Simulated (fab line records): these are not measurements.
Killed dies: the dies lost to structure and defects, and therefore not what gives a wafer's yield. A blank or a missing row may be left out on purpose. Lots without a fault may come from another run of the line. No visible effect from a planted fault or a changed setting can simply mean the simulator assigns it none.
Which tool was responsible? || flow n5Finfet || 13 lots with 39 wafers sampled at 5 steps, on a route of 1938 steps

## WHAT THE GAUGES SHOWED, per wafer
Not one reading of a measure or inspect step in the record can be checked against a usual standard deviation.

## TOOL THAT RAN EACH LOT (tool first, then ch and the chambers of the sampled wafers, then the start)
{"lot": "L848", "N5_MIM_TOP_ETCH_STRIP_01": "rieDiel-03 ch 2,3, day 12 07:39", "N5_MIM_TOP_ETCH_PECVD_03": "pecvd-01 ch 0,1, day 12 07:43", "N5_MIM_BOT_ETCH_STRIP_01": "rieDiel-05 ch 0,3, day 12 08:41", "N5_PASSIVATION_PASS_ETCH_47": "rieDiel-05 ch 2,3, day 12 14:31", "N5_PASSIVATION_ETCH_54": "rieDiel-05 ch 2,3, day 12 14:45"}
{"lot": "L850", "N5_MIM_TOP_ETCH_STRIP_01": "rieDiel-03 ch 0,2, day 12 19:59", "N5_MIM_TOP_ETCH_PECVD_03": "pecvd-01 ch 0,1, day 12 20:03", "N5_MIM_BOT_ETCH_STRIP_01": "rieDiel-01 ch 0,2,3, day 12 20:53", "N5_PASSIVATION_PASS_ETCH_47": "rieDiel-06 ch 0,2,3, day 13 05:58", "N5_PASSIVATION_ETCH_54": "rieDiel-06 ch 0,2,3, day 13 06:12"}
{"lot": "L849", "N5_MIM_TOP_ETCH_STRIP_01": "rieDiel-03 ch 0,1,3, day 12 21:43", "N5_MIM_TOP_ETCH_PECVD_03": "pecvd-04 ch 0,1,2, day 12 21:46", "N5_MIM_BOT_ETCH_STRIP_01": "rieDiel-01 ch 0,2, day 12 22:36", "N5_PASSIVATION_PASS_ETCH_47": "rieDiel-01 ch 1,2,3, day 13 08:33", "N5_PASSIVATION_ETCH_54": "rieDiel-01 ch 1,2,3, day 13 08:47"}
{"lot": "L851", "N5_MIM_TOP_ETCH_STRIP_01": "rieDiel-02 ch 0,1, day 12 22:24", "N5_MIM_TOP_ETCH_PECVD_03": "pecvd-01 ch 0,2, day 12 22:28", "N5_MIM_BOT_ETCH_STRIP_01": "rieDiel-06 ch 1,2,3, day 12 23:19", "N5_PASSIVATION_PASS_ETCH_47": "rieDiel-06 ch 1,2, day 13 06:34", "N5_PASSIVATION_ETCH_54": "rieDiel-06 ch 1,2, day 13 06:47"}
{"lot": "L853", "N5_MIM_TOP_ETCH_STRIP_01": "rieDiel-02 ch 1,2,3, day 13 07:34", "N5_MIM_TOP_ETCH_PECVD_03": "pecvd-04 ch 0,2, day 13 07:38", "N5_MIM_BOT_ETCH_STRIP_01": "rieDiel-05 ch 1,2, day 13 08:35", "N5_PASSIVATION_PASS_ETCH_47": "rieDiel-06 ch 0,3, day 13 13:46", "N5_PASSIVATION_ETCH_54": "rieDiel-06 ch 0,3, day 13 14:00"}
{"lot": "L859", "N5_MIM_TOP_ETCH_STRIP_01": "rieDiel-02 ch 0,1,3, day 15 01:05", "N5_MIM_TOP_ETCH_PECVD_03": "pecvd-03 ch 1,2, day 15 01:10", "N5_MIM_BOT_ETCH_STRIP_01": "rieDiel-01 ch 1,2,3, day 15 02:08", "N5_PASSIVATION_PASS_ETCH_47": "rieDiel-06 ch 0,1,3, day 15 08:26", "N5_PASSIVATION_ETCH_54": "rieDiel-06 ch 0,1,3, day 15 08:40"}
{"lot": "L860", "N5_MIM_TOP_ETCH_STRIP_01": "rieDiel-03 ch 1,2,3, day 15 05:25", "N5_MIM_TOP_ETCH_PECVD_03": "pecvd-04 ch 0,1,2, day 15 05:29", "N5_MIM_BOT_ETCH_STRIP_01": "rieDiel-05 ch 0,1,2, day 15 06:21", "N5_PASSIVATION_PASS_ETCH_47": "rieDiel-05 ch 0,1,2, day 15 11:23", "N5_PASSIVATION_ETCH_54": "rieDiel-05 ch 0,1,2, day 15 11:37"}
{"lot": "L862", "N5_MIM_TOP_ETCH_STRIP_01": "rieDiel-03 ch 0,1,2, day 15 07:29", "N5_MIM_TOP_ETCH_PECVD_03": "pecvd-03 ch 0,2, day 15 07:34", "N5_MIM_BOT_ETCH_STRIP_01": "rieDiel-06 ch 0,1,3, day 15 08:59", "N5_PASSIVATION_PASS_ETCH_47": "rieDiel-05 ch 1,2,3, day 15 17:25", "N5_PASSIVATION_ETCH_54": "rieDiel-05 ch 1,2,3, day 15 17:38"}
{"lot": "L863", "N5_MIM_TOP_ETCH_STRIP_01": "rieDiel-04 ch 0,1,3, day 15 17:13", "N5_MIM_TOP_ETCH_PECVD_03": "pecvd-03 ch 0,1,2, day 15 17:17", "N5_MIM_BOT_ETCH_STRIP_01": "rieDiel-06 ch 0,1,2, day 15 18:14", "N5_PASSIVATION_PASS_ETCH_47": "rieDiel-01 ch 0,2,3, day 15 23:45", "N5_PASSIVATION_ETCH_54": "rieDiel-01 ch 0,2,3, day 15 23:59"}
{"lot": "L864", "N5_MIM_TOP_ETCH_STRIP_01": "rieDiel-04 ch 1,2, day 16 12:42", "N5_MIM_TOP_ETCH_PECVD_03": "pecvd-01 ch 0,2, day 16 12:46", "N5_MIM_BOT_ETCH_STRIP_01": "rieDiel-06 ch 0,1,2, day 16 13:43", "N5_PASSIVATION_PASS_ETCH_47": "rieDiel-01 ch 0,1, day 16 18:43", "N5_PASSIVATION_ETCH_54": "rieDiel-01 ch 0,1, day 16 18:57"}
{"lot": "L867", "N5_MIM_TOP_ETCH_STRIP_01": "rieDiel-04 ch 0,1, day 16 17:27", "N5_MIM_TOP_ETCH_PECVD_03": "pecvd-01 ch 1,2, day 16 17:31", "N5_MIM_BOT_ETCH_STRIP_01": "rieDiel-01 ch 0,1,2, day 16 18:21", "N5_PASSIVATION_PASS_ETCH_47": "rieDiel-01 ch 2,3, day 16 23:17", "N5_PASSIVATION_ETCH_54": "rieDiel-01 ch 2,3, day 16 23:31"}
{"lot": "L868", "N5_MIM_TOP_ETCH_STRIP_01": "rieDiel-02 ch 0,1,3, day 16 18:00", "N5_MIM_TOP_ETCH_PECVD_03": "pecvd-03 ch 0,1,2, day 16 18:04", "N5_MIM_BOT_ETCH_STRIP_01": "rieDiel-05 ch 0,1,3, day 16 19:01", "N5_PASSIVATION_PASS_ETCH_47": "rieDiel-05 ch 1,2,3, day 17 03:02", "N5_PASSIVATION_ETCH_54": "rieDiel-05 ch 1,2,3, day 17 03:16"}
{"lot": "L869", "N5_MIM_TOP_ETCH_STRIP_01": "rieDiel-03 ch 0,1, day 17 09:52", "N5_MIM_TOP_ETCH_PECVD_03": "pecvd-01 ch 0,2, day 17 09:56", "N5_MIM_BOT_ETCH_STRIP_01": "rieDiel-05 ch 0,1, day 17 10:47", "N5_PASSIVATION_PASS_ETCH_47": "rieDiel-01 ch 2,3, day 17 21:25", "N5_PASSIVATION_ETCH_54": "rieDiel-01 ch 2,3, day 17 21:39"}
- N5_MIM_TOP_ETCH_STRIP_01: strips in O2.
- N5_MIM_TOP_ETCH_PECVD_03: deposits SiNx from SiH4/NH3/N2, target thk 20 nm, time 17.6 s.
- N5_MIM_BOT_ETCH_STRIP_01: strips in O2.
- N5_PASSIVATION_PASS_ETCH_47: etches SiNx in CF4/O2, target depth 770 nm, time 385 s.
- N5_PASSIVATION_ETCH_54: etches SiO2 in CHF3/O2, target depth 880 nm, time 440 s.

## AS READ BY THE TOOLS THEMSELVES (means over the sampled wafers that have a number; for cases with no such wafer, the mark the record gives instead)
N5_MIM_TOP_ETCH_STRIP_01. Usual: drypumpMotorCurrentA 5.8 A, standard deviation 0.5; o2FlowSccm 225.0 sccm, standard deviation 0.63; oesProductAu 0.80 a.u., standard deviation 0.093; rfVppV 3.7 V, standard deviation 1.2; showerheadPlenumPTorr 2.05 Torr, standard deviation 0.067; throttleValvePct 16.58 %, standard deviation 0.26.
{"lot": "L848", "tool": "rieDiel-03", "drypumpMotorCurrentA (A)": 6.2, "o2FlowSccm (sccm)": 225.4, "oesProductAu (a.u.)": 0.72, "rfVppV (V)": 4.2, "showerheadPlenumPTorr (Torr)": 2.00, "throttleValvePct (%)": 16.69, "flag": ""}
{"lot": "L850", "tool": "rieDiel-03", "drypumpMotorCurrentA (A)": 6.1, "o2FlowSccm (sccm)": 225.1, "oesProductAu (a.u.)": 0.71, "rfVppV (V)": 4.6, "showerheadPlenumPTorr (Torr)": 1.99, "throttleValvePct (%)": 16.77, "flag": ""}
{"lot": "L849", "tool": "rieDiel-03", "drypumpMotorCurrentA (A)": 5.7, "o2FlowSccm (sccm)": 225.5, "oesProductAu (a.u.)": 0.80, "rfVppV (V)": 3.9, "showerheadPlenumPTorr (Torr)": 2.05, "throttleValvePct (%)": 16.68, "flag": ""}
{"lot": "L851", "tool": "rieDiel-02", "drypumpMotorCurrentA (A)": 5.7, "o2FlowSccm (sccm)": 225.3, "oesProductAu (a.u.)": 0.74, "rfVppV (V)": 4.3, "showerheadPlenumPTorr (Torr)": 2.03, "throttleValvePct (%)": 16.70, "flag": ""}
{"lot": "L853", "tool": "rieDiel-02", "drypumpMotorCurrentA (A)": 5.7, "o2FlowSccm (sccm)": 224.4, "oesProductAu (a.u.)": 0.85, "rfVppV (V)": 4.1, "showerheadPlenumPTorr (Torr)": 2.04, "throttleValvePct (%)": 16.22, "flag": ""}
{"lot": "L859", "tool": "rieDiel-02", "drypumpMotorCurrentA (A)": 5.9, "o2FlowSccm (sccm)": 224.9, "oesProductAu (a.u.)": 0.77, "rfVppV (V)": 3.3, "showerheadPlenumPTorr (Torr)": 2.04, "throttleValvePct (%)": 16.47, "flag": ""}
{"lot": "L860", "tool": "rieDiel-03", "drypumpMotorCurrentA (A)": 5.7, "o2FlowSccm (sccm)": 225.0, "oesProductAu (a.u.)": 0.76, "rfVppV (V)": 2.1, "showerheadPlenumPTorr (Torr)": 2.04, "throttleValvePct (%)": 16.61, "flag": ""}
{"lot": "L862", "tool": "rieDiel-03", "drypumpMotorCurrentA (A)": 5.7, "o2FlowSccm (sccm)": 225.2, "oesProductAu (a.u.)": 0.77, "rfVppV (V)": 3.8, "showerheadPlenumPTorr (Torr)": 2.03, "throttleValvePct (%)": 16.70, "flag": ""}
{"lot": "L863", "tool": "rieDiel-04", "drypumpMotorCurrentA (A)": 5.8, "o2FlowSccm (sccm)": 224.4, "oesProductAu (a.u.)": 0.88, "rfVppV (V)": 4.4, "showerheadPlenumPTorr (Torr)": 2.09, "throttleValvePct (%)": 16.60, "flag": ""}
{"lot": "L864", "tool": "rieDiel-04", "drypumpMotorCurrentA (A)": 6.0, "o2FlowSccm (sccm)": 224.6, "oesProductAu (a.u.)": 0.75, "rfVppV (V)": 3.2, "showerheadPlenumPTorr (Torr)": 2.12, "throttleValvePct (%)": 16.62, "flag": ""}
{"lot": "L867", "tool": "rieDiel-04", "drypumpMotorCurrentA (A)": 5.8, "o2FlowSccm (sccm)": 224.6, "oesProductAu (a.u.)": 0.85, "rfVppV (V)": 2.7, "showerheadPlenumPTorr (Torr)": 2.09, "throttleValvePct (%)": 16.65, "flag": ""}
{"lot": "L868", "tool": "rieDiel-02", "drypumpMotorCurrentA (A)": 5.9, "o2FlowSccm (sccm)": 225.1, "oesProductAu (a.u.)": 0.75, "rfVppV (V)": 4.7, "showerheadPlenumPTorr (Torr)": 2.04, "throttleValvePct (%)": 16.44, "flag": ""}
{"lot": "L869", "tool": "rieDiel-03", "drypumpMotorCurrentA (A)": 5.2, "o2FlowSccm (sccm)": 224.6, "oesProductAu (a.u.)": 0.80, "rfVppV (V)": 5.0, "showerheadPlenumPTorr (Torr)": 2.08, "throttleValvePct (%)": 16.64, "flag": ""}

N5_MIM_TOP_ETCH_PECVD_03. Usual: heaterPowerW 812 W, standard deviation 140; rfFwdPowerW 297.3 W, standard deviation 1.1; showerheadPlenumPTorr 5.14 Torr, standard deviation 0.077; throttleValvePct 39.7 %, standard deviation 2.5.
{"lot": "L848", "tool": "pecvd-01", "heaterPowerW (W)": 901, "rfFwdPowerW (W)": 297.0, "showerheadPlenumPTorr (Torr)": 5.16, "throttleValvePct (%)": 42.0, "flag": ""}
{"lot": "L850", "tool": "pecvd-01", "heaterPowerW (W)": 886, "rfFwdPowerW (W)": 297.4, "showerheadPlenumPTorr (Torr)": 5.11, "throttleValvePct (%)": 40.1, "flag": ""}
{"lot": "L849", "tool": "pecvd-04", "heaterPowerW (W)": 660, "rfFwdPowerW (W)": 297.3, "showerheadPlenumPTorr (Torr)": 5.13, "throttleValvePct (%)": 37.7, "flag": ""}
{"lot": "L851", "tool": "pecvd-01", "heaterPowerW (W)": 932, "rfFwdPowerW (W)": 296.8, "showerheadPlenumPTorr (Torr)": 5.18, "throttleValvePct (%)": 40.4, "flag": ""}
{"lot": "L853", "tool": "pecvd-04", "heaterPowerW (W)": 766, "rfFwdPowerW (W)": 295.8, "showerheadPlenumPTorr (Torr)": 5.20, "throttleValvePct (%)": 35.9, "flag": ""}
{"lot": "L859", "tool": "pecvd-03", "heaterPowerW (W)": 787, "rfFwdPowerW (W)": 297.0, "showerheadPlenumPTorr (Torr)": 5.15, "throttleValvePct (%)": 39.4, "flag": ""}
{"lot": "L860", "tool": "pecvd-04", "heaterPowerW (W)": 719, "rfFwdPowerW (W)": 297.7, "showerheadPlenumPTorr (Torr)": 5.13, "throttleValvePct (%)": 37.9, "flag": ""}
{"lot": "L862", "tool": "pecvd-03", "heaterPowerW (W)": 851, "rfFwdPowerW (W)": 297.5, "showerheadPlenumPTorr (Torr)": 5.07, "throttleValvePct (%)": 40.9, "flag": ""}
{"lot": "L863", "tool": "pecvd-03", "heaterPowerW (W)": 860, "rfFwdPowerW (W)": 298.3, "showerheadPlenumPTorr (Torr)": 5.13, "throttleValvePct (%)": 40.4, "flag": ""}
{"lot": "L864", "tool": "pecvd-01", "heaterPowerW (W)": 859, "rfFwdPowerW (W)": 296.0, "showerheadPlenumPTorr (Torr)": 5.18, "throttleValvePct (%)": 42.1, "flag": ""}
{"lot": "L867", "tool": "pecvd-01", "heaterPowerW (W)": 897, "rfFwdPowerW (W)": 297.7, "showerheadPlenumPTorr (Torr)": 5.13, "throttleValvePct (%)": 38.7, "flag": ""}
{"lot": "L868", "tool": "pecvd-03", "heaterPowerW (W)": 858, "rfFwdPowerW (W)": 297.7, "showerheadPlenumPTorr (Torr)": 5.12, "throttleValvePct (%)": 40.8, "flag": ""}
{"lot": "L869", "tool": "pecvd-01", "heaterPowerW (W)": 907, "rfFwdPowerW (W)": 297.0, "showerheadPlenumPTorr (Torr)": 5.19, "throttleValvePct (%)": 40.8, "flag": ""}

N5_MIM_BOT_ETCH_STRIP_01. Usual: drypumpMotorCurrentA 5.6 A, standard deviation 0.44; o2FlowSccm 225.1 sccm, standard deviation 0.63; oesProductAu 0.82 a.u., standard deviation 0.064; rfVppV 3.6 V, standard deviation 1.5; showerheadPlenumPTorr 2.09 Torr, standard deviation 0.08; throttleValvePct 16.64 %, standard deviation 0.18.
{"lot": "L848", "tool": "rieDiel-05", "drypumpMotorCurrentA (A)": 5.1, "o2FlowSccm (sccm)": 225.1, "oesProductAu (a.u.)": 0.84, "rfVppV (V)": 3.1, "showerheadPlenumPTorr (Torr)": 2.15, "throttleValvePct (%)": 16.50, "flag": ""}
{"lot": "L850", "tool": "rieDiel-01", "drypumpMotorCurrentA (A)": 5.6, "o2FlowSccm (sccm)": 224.7, "oesProductAu (a.u.)": 0.83, "rfVppV (V)": 3.6, "showerheadPlenumPTorr (Torr)": 2.03, "throttleValvePct (%)": 16.52, "flag": ""}
{"lot": "L849", "tool": "rieDiel-01", "drypumpMotorCurrentA (A)": 5.6, "o2FlowSccm (sccm)": 225.3, "oesProductAu (a.u.)": 0.82, "rfVppV (V)": 3.2, "showerheadPlenumPTorr (Torr)": 2.03, "throttleValvePct (%)": 16.63, "flag": ""}
{"lot": "L851", "tool": "rieDiel-06", "drypumpMotorCurrentA (A)": 5.9, "o2FlowSccm (sccm)": 224.7, "oesProductAu (a.u.)": 0.80, "rfVppV (V)": 3.0, "showerheadPlenumPTorr (Torr)": 2.15, "throttleValvePct (%)": 16.84, "flag": ""}
{"lot": "L853", "tool": "rieDiel-05", "drypumpMotorCurrentA (A)": 5.9, "o2FlowSccm (sccm)": 225.0, "oesProductAu (a.u.)": 0.84, "rfVppV (V)": 3.7, "showerheadPlenumPTorr (Torr)": 2.09, "throttleValvePct (%)": 16.60, "flag": ""}
{"lot": "L859", "tool": "rieDiel-01", "drypumpMotorCurrentA (A)": 5.4, "o2FlowSccm (sccm)": 225.0, "oesProductAu (a.u.)": 0.81, "rfVppV (V)": 2.1, "showerheadPlenumPTorr (Torr)": 2.03, "throttleValvePct (%)": 16.52, "flag": ""}
{"lot": "L860", "tool": "rieDiel-05", "drypumpMotorCurrentA (A)": 5.8, "o2FlowSccm (sccm)": 225.0, "oesProductAu (a.u.)": 0.79, "rfVppV (V)": 3.0, "showerheadPlenumPTorr (Torr)": 2.05, "throttleValvePct (%)": 16.63, "flag": ""}
{"lot": "L862", "tool": "rieDiel-06", "drypumpMotorCurrentA (A)": 5.6, "o2FlowSccm (sccm)": 225.3, "oesProductAu (a.u.)": 0.80, "rfVppV (V)": 3.6, "showerheadPlenumPTorr (Torr)": 2.18, "throttleValvePct (%)": 16.82, "flag": ""}
{"lot": "L863", "tool": "rieDiel-06", "drypumpMotorCurrentA (A)": 5.6, "o2FlowSccm (sccm)": 225.2, "oesProductAu (a.u.)": 0.83, "rfVppV (V)": 2.3, "showerheadPlenumPTorr (Torr)": 2.15, "throttleValvePct (%)": 16.75, "flag": ""}
{"lot": "L864", "tool": "rieDiel-06", "drypumpMotorCurrentA (A)": 5.6, "o2FlowSccm (sccm)": 225.5, "oesProductAu (a.u.)": 0.82, "rfVppV (V)": 4.9, "showerheadPlenumPTorr (Torr)": 2.15, "throttleValvePct (%)": 16.77, "flag": ""}
{"lot": "L867", "tool": "rieDiel-01", "drypumpMotorCurrentA (A)": 5.7, "o2FlowSccm (sccm)": 225.3, "oesProductAu (a.u.)": 0.84, "rfVppV (V)": 3.7, "showerheadPlenumPTorr (Torr)": 2.03, "throttleValvePct (%)": 16.63, "flag": ""}
{"lot": "L868", "tool": "rieDiel-05", "drypumpMotorCurrentA (A)": 5.5, "o2FlowSccm (sccm)": 225.2, "oesProductAu (a.u.)": 0.80, "rfVppV (V)": 3.3, "showerheadPlenumPTorr (Torr)": 2.11, "throttleValvePct (%)": 16.52, "flag": ""}
{"lot": "L869", "tool": "rieDiel-05", "drypumpMotorCurrentA (A)": 5.9, "o2FlowSccm (sccm)": 224.7, "oesProductAu (a.u.)": 0.80, "rfVppV (V)": 4.2, "showerheadPlenumPTorr (Torr)": 2.09, "throttleValvePct (%)": 16.52, "flag": ""}

N5_PASSIVATION_PASS_ETCH_47. Usual: drypumpMotorCurrentA is 5.6 A with standard deviation 0.45, mfcArSccm is 100.00 sccm with standard deviation 0.28, oesProductAu is 0.82 a.u. with standard deviation 0.062, rfFwdPowerW is 534.0 W with standard deviation 1.6, rfVppV is 239.6 V with standard deviation 2, showerheadPlenumPTorr is 2.21 Torr with standard deviation 0.076, and throttleValvePct is 15.87 % with standard deviation 0.18.
{"lot": "L848", "tool": "rieDiel-05", "drypumpMotorCurrentA (A)": 5.4, "mfcArSccm (sccm)": 100.42, "oesProductAu (a.u.)": 0.82, "rfFwdPowerW (W)": 535.0, "rfVppV (V)": 239.5, "showerheadPlenumPTorr (Torr)": 2.19, "throttleValvePct (%)": 15.99, "flag": ""}
{"lot": "L850", "tool": "rieDiel-06", "drypumpMotorCurrentA (A)": 5.4, "mfcArSccm (sccm)": 100.11, "oesProductAu (a.u.)": 0.80, "rfFwdPowerW (W)": 534.1, "rfVppV (V)": 239.5, "showerheadPlenumPTorr (Torr)": 2.25, "throttleValvePct (%)": 16.06, "flag": ""}
{"lot": "L849", "tool": "rieDiel-01", "drypumpMotorCurrentA (A)": 5.4, "mfcArSccm (sccm)": 100.07, "oesProductAu (a.u.)": 0.83, "rfFwdPowerW (W)": 534.3, "rfVppV (V)": 239.7, "showerheadPlenumPTorr (Torr)": 2.14, "throttleValvePct (%)": 15.66, "flag": ""}
{"lot": "L851", "tool": "rieDiel-06", "drypumpMotorCurrentA (A)": 6.1, "mfcArSccm (sccm)": 99.96, "oesProductAu (a.u.)": 0.77, "rfFwdPowerW (W)": 534.0, "rfVppV (V)": 237.7, "showerheadPlenumPTorr (Torr)": 2.27, "throttleValvePct (%)": 16.04, "flag": ""}
{"lot": "L853", "tool": "rieDiel-06", "drypumpMotorCurrentA (A)": 5.4, "mfcArSccm (sccm)": 99.84, "oesProductAu (a.u.)": 0.86, "rfFwdPowerW (W)": 534.5, "rfVppV (V)": 240.9, "showerheadPlenumPTorr (Torr)": 2.27, "throttleValvePct (%)": 15.97, "flag": ""}
{"lot": "L859", "tool": "rieDiel-06", "drypumpMotorCurrentA (A)": 5.6, "mfcArSccm (sccm)": 100.14, "oesProductAu (a.u.)": 0.77, "rfFwdPowerW (W)": 534.0, "rfVppV (V)": 238.6, "showerheadPlenumPTorr (Torr)": 2.29, "throttleValvePct (%)": 16.01, "flag": ""}
{"lot": "L860", "tool": "rieDiel-05", "drypumpMotorCurrentA (A)": 5.7, "mfcArSccm (sccm)": 99.88, "oesProductAu (a.u.)": 0.81, "rfFwdPowerW (W)": 533.5, "rfVppV (V)": 238.9, "showerheadPlenumPTorr (Torr)": 2.16, "throttleValvePct (%)": 15.85, "flag": ""}
{"lot": "L862", "tool": "rieDiel-05", "drypumpMotorCurrentA (A)": 5.6, "mfcArSccm (sccm)": 99.84, "oesProductAu (a.u.)": 0.80, "rfFwdPowerW (W)": 531.2, "rfVppV (V)": 240.6, "showerheadPlenumPTorr (Torr)": 2.22, "throttleValvePct (%)": 15.88, "flag": ""}
{"lot": "L863", "tool": "rieDiel-01", "drypumpMotorCurrentA (A)": 5.6, "mfcArSccm (sccm)": 100.18, "oesProductAu (a.u.)": 0.78, "rfFwdPowerW (W)": 532.6, "rfVppV (V)": 239.5, "showerheadPlenumPTorr (Torr)": 2.13, "throttleValvePct (%)": 15.79, "flag": ""}
{"lot": "L864", "tool": "rieDiel-01", "drypumpMotorCurrentA (A)": 5.8, "mfcArSccm (sccm)": 99.77, "oesProductAu (a.u.)": 0.89, "rfFwdPowerW (W)": 532.5, "rfVppV (V)": 239.2, "showerheadPlenumPTorr (Torr)": 2.17, "throttleValvePct (%)": 15.77, "flag": ""}
{"lot": "L867", "tool": "rieDiel-01", "drypumpMotorCurrentA (A)": 5.4, "mfcArSccm (sccm)": 100.06, "oesProductAu (a.u.)": 0.73, "rfFwdPowerW (W)": 532.5, "rfVppV (V)": 240.2, "showerheadPlenumPTorr (Torr)": 2.11, "throttleValvePct (%)": 15.71, "flag": ""}
{"lot": "L868", "tool": "rieDiel-05", "drypumpMotorCurrentA (A)": 5.6, "mfcArSccm (sccm)": 99.84, "oesProductAu (a.u.)": 0.80, "rfFwdPowerW (W)": 533.2, "rfVppV (V)": 240.4, "showerheadPlenumPTorr (Torr)": 2.22, "throttleValvePct (%)": 15.90, "flag": ""}
{"lot": "L869", "tool": "rieDiel-01", "drypumpMotorCurrentA (A)": 5.3, "mfcArSccm (sccm)": 99.85, "oesProductAu (a.u.)": 0.72, "rfFwdPowerW (W)": 532.1, "rfVppV (V)": 238.3, "showerheadPlenumPTorr (Torr)": 2.10, "throttleValvePct (%)": 15.80, "flag": ""}

N5_PASSIVATION_ETCH_54. Usual: drypumpMotorCurrentA is 5.6 A with standard deviation 0.45, mfcArSccm is 199.9 sccm with standard deviation 0.63, oesProductAu is 0.81 a.u. with standard deviation 0.062, rfFwdPowerW is 649.0 W with standard deviation 2, rfVppV is 522 V with standard deviation 4.2, showerheadPlenumPTorr is 2.41 Torr with standard deviation 0.087, and throttleValvePct is 18.81 % with standard deviation 0.19.
{"lot": "L848", "tool": "rieDiel-05", "drypumpMotorCurrentA (A)": 5.4, "mfcArSccm (sccm)": 199.8, "oesProductAu (a.u.)": 0.82, "rfFwdPowerW (W)": 648.7, "rfVppV (V)": 522, "showerheadPlenumPTorr (Torr)": 2.40, "throttleValvePct (%)": 18.95, "flag": ""}
{"lot": "L850", "tool": "rieDiel-06", "drypumpMotorCurrentA (A)": 5.4, "mfcArSccm (sccm)": 200.2, "oesProductAu (a.u.)": 0.80, "rfFwdPowerW (W)": 649.9, "rfVppV (V)": 524, "showerheadPlenumPTorr (Torr)": 2.45, "throttleValvePct (%)": 18.97, "flag": ""}
{"lot": "L849", "tool": "rieDiel-01", "drypumpMotorCurrentA (A)": 5.4, "mfcArSccm (sccm)": 199.3, "oesProductAu (a.u.)": 0.82, "rfFwdPowerW (W)": 651.0, "rfVppV (V)": 521, "showerheadPlenumPTorr (Torr)": 2.33, "throttleValvePct (%)": 18.58, "flag": ""}
{"lot": "L851", "tool": "rieDiel-06", "drypumpMotorCurrentA (A)": 6.1, "mfcArSccm (sccm)": 200.7, "oesProductAu (a.u.)": 0.77, "rfFwdPowerW (W)": 651.0, "rfVppV (V)": 518, "showerheadPlenumPTorr (Torr)": 2.48, "throttleValvePct (%)": 18.99, "flag": ""}
{"lot": "L853", "tool": "rieDiel-06", "drypumpMotorCurrentA (A)": 5.4, "mfcArSccm (sccm)": 199.7, "oesProductAu (a.u.)": 0.87, "rfFwdPowerW (W)": 649.4, "rfVppV (V)": 525, "showerheadPlenumPTorr (Torr)": 2.48, "throttleValvePct (%)": 18.91, "flag": ""}
{"lot": "L859", "tool": "rieDiel-06", "drypumpMotorCurrentA (A)": 5.6, "mfcArSccm (sccm)": 200.3, "oesProductAu (a.u.)": 0.64, "rfFwdPowerW (W)": 648.3, "rfVppV (V)": 523, "showerheadPlenumPTorr (Torr)": 2.50, "throttleValvePct (%)": 18.97, "flag": ""}
{"lot": "L860", "tool": "rieDiel-05", "drypumpMotorCurrentA (A)": 5.7, "mfcArSccm (sccm)": 200.9, "oesProductAu (a.u.)": 0.80, "rfFwdPowerW (W)": 649.3, "rfVppV (V)": 520, "showerheadPlenumPTorr (Torr)": 2.36, "throttleValvePct (%)": 18.77, "flag": ""}
{"lot": "L862", "tool": "rieDiel-05", "drypumpMotorCurrentA (A)": 5.6, "mfcArSccm (sccm)": 199.8, "oesProductAu (a.u.)": 0.80, "rfFwdPowerW (W)": 648.5, "rfVppV (V)": 523, "showerheadPlenumPTorr (Torr)": 2.43, "throttleValvePct (%)": 18.81, "flag": ""}
{"lot": "L863", "tool": "rieDiel-01", "drypumpMotorCurrentA (A)": 5.6, "mfcArSccm (sccm)": 199.7, "oesProductAu (a.u.)": 0.78, "rfFwdPowerW (W)": 648.4, "rfVppV (V)": 520, "showerheadPlenumPTorr (Torr)": 2.32, "throttleValvePct (%)": 18.71, "flag": ""}
{"lot": "L864", "tool": "rieDiel-01", "drypumpMotorCurrentA (A)": 5.8, "mfcArSccm (sccm)": 199.2, "oesProductAu (a.u.)": 0.89, "rfFwdPowerW (W)": 648.9, "rfVppV (V)": 520, "showerheadPlenumPTorr (Torr)": 2.36, "throttleValvePct (%)": 18.74, "flag": ""}
{"lot": "L867", "tool": "rieDiel-01", "drypumpMotorCurrentA (A)": 5.3, "mfcArSccm (sccm)": 199.6, "oesProductAu (a.u.)": 0.73, "rfFwdPowerW (W)": 649.9, "rfVppV (V)": 522, "showerheadPlenumPTorr (Torr)": 2.30, "throttleValvePct (%)": 18.60, "flag": ""}
{"lot": "L868", "tool": "rieDiel-05", "drypumpMotorCurrentA (A)": 5.6, "mfcArSccm (sccm)": 200.2, "oesProductAu (a.u.)": 0.79, "rfFwdPowerW (W)": 648.9, "rfVppV (V)": 522, "showerheadPlenumPTorr (Torr)": 2.42, "throttleValvePct (%)": 18.83, "flag": ""}
{"lot": "L869", "tool": "rieDiel-01", "drypumpMotorCurrentA (A)": 5.3, "mfcArSccm (sccm)": 199.9, "oesProductAu (a.u.)": 0.71, "rfFwdPowerW (W)": 649.5, "rfVppV (V)": 519, "showerheadPlenumPTorr (Torr)": 2.29, "throttleValvePct (%)": 18.65, "flag": ""}

## THE ANSWER, worked out from the rows above alone
Rule: a lot is off if the mean of its wafers that have a number lies more than 3 standard deviations from the usual mean. A lot without any number at a reading at which 4 lots or more have one is off too. All remaining lots with rows at the step are treated as sound. The gauges are gone through in route order, then the tools' own readings, and for those a lot's mean is taken as printed above. The first step at which some lot is off is used, and at that step the reading that is off furthest; a lot without a number counts as furthest.
Across all readings shown, no lot is off: no conclusion can be drawn from this.

## WHAT WAS PUT IN BY THE SIMULATOR
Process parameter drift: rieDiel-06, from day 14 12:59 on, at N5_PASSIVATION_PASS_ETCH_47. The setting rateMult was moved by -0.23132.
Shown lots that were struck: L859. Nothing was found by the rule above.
